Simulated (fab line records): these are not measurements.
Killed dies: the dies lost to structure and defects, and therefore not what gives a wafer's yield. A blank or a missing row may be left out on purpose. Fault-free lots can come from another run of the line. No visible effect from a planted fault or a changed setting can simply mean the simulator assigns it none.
Which of the tools did it?    flow n5 finfet    Sampling: 11 lots, 33 wafers, 3 of 1938 route steps

== WHAT EACH GAUGE READ, for each wafer ==
N5_BEOL_M10_OVL_MEAS_29.
lot   measured      on          V9_OVL (nm)
L439  day 9 20:43   overlay-01  0.4 1.5 1.0
L440  day 10 07:02  overlay-01  1.2 0.0 0.9
L442  day 11 00:49  overlay-02  0.1 -0.1 0.5
L448  day 13 00:11  overlay-01  7.8 8.0 8.1
L450  day 14 03:05  overlay-02  7.7 6.7 7.7
L452  day 14 02:55  overlay-02  1.0 1.2 1.1
L451  day 14 03:14  overlay-01  0.7 0.4 1.5
L455  day 14 07:53  overlay-02  1.6 2.0 1.1
L458  day 15 08:40  overlay-02  1.8 1.0 1.2
L460  day 15 15:15  overlay-01  0.9 1.2 1.4
L462  day 17 00:24  overlay-01  0.3 0.7 1.6

== EACH LOT AND THE TOOL THAT RAN IT (in order: tool; ch and the chambers of the sampled wafers; start) ==
lot   N5_BEOL_M10_STRIP_67                N5_BEOL_M10_EXPOSE_25
L439  rie diel-01 ch 0,2,3, day 9 18:44   arfi scanner-01 ch 0, day 9 20:34
L440  rie diel-06 ch 0,1, day 10 06:22    arfi scanner-02 ch 0, day 10 06:53
L442  rie diel-06 ch 2,3, day 10 19:44    arfi scanner-02 ch 0, day 11 00:40
L448  rie diel-02 ch 1,3, day 12 23:32    arfi scanner-02 ch 0, day 13 00:02
L450  rie diel-01 ch 0,2,3, day 14 01:12  arfi scanner-02 ch 0, day 14 02:56
L452  rie diel-02 ch 1,2, day 14 01:39    arfi scanner-01 ch 0, day 14 02:46
L451  rie diel-01 ch 0,1, day 14 01:44    arfi scanner-03 ch 0, day 14 03:05
L455  rie diel-01 ch 1,2,3, day 14 06:59  arfi scanner-03 ch 0, day 14 07:43
L458  rie diel-01 ch 1,2,3, day 15 06:38  arfi scanner-01 ch 0, day 15 08:30
L460  rie diel-02 ch 1,2, day 15 14:13    arfi scanner-01 ch 0, day 15 15:05
L462  rie diel-02 ch 0,1, day 16 23:43    arfi scanner-03 ch 0, day 17 00:14
- N5_BEOL_M10_STRIP_67: strips in CF4.
- N5_BEOL_M10_EXPOSE_25: exposes mask V9.

== THE ANSWER, worked out from the rows above alone ==
Rule: usual is defined by the lots themselves. Put in order of their means at a reading, lots are off if they are a third of the lots or fewer, leave a main group of 4 or more, and stand apart from it by a gap of 3 or more times the standard deviation of the main group's means; of several such gaps the widest counts. A main group is skipped when, at the precision printed for the reading in the tables above, its means are all equal. A lot without any number at a reading at which 4 lots or more have one is off too. Any other lot the step has rows for is counted as sound.
Off: at N5_BEOL_M10_OVL_MEAS_29 (V9_OVL), L448, L450. For the main group the mean is 1.0 nm and the standard deviation 0.38.
If a tool, at a process step before that reading, ran all the lots that are off and no sound lot after the first of them, it fits. Those tools and the gauges at N5_BEOL_M10_OVL_MEAS_29 are tried in the same way. One fits: N5_BEOL_M10_EXPOSE_25 on arfi scanner-02. Its last sound lot is L442 (day 11 00:40), its first lot that is off L448 (day 13 00:02): a fault that began between those two fits.

== WHAT THE SIMULATOR PUT IN ==
Scanner matching overlay: arfi scanner-02, from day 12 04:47 on, at N5_BEOL_M10_EXPOSE_25. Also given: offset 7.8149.
Shown lots that were struck: L448, L450. The rule above found the same.
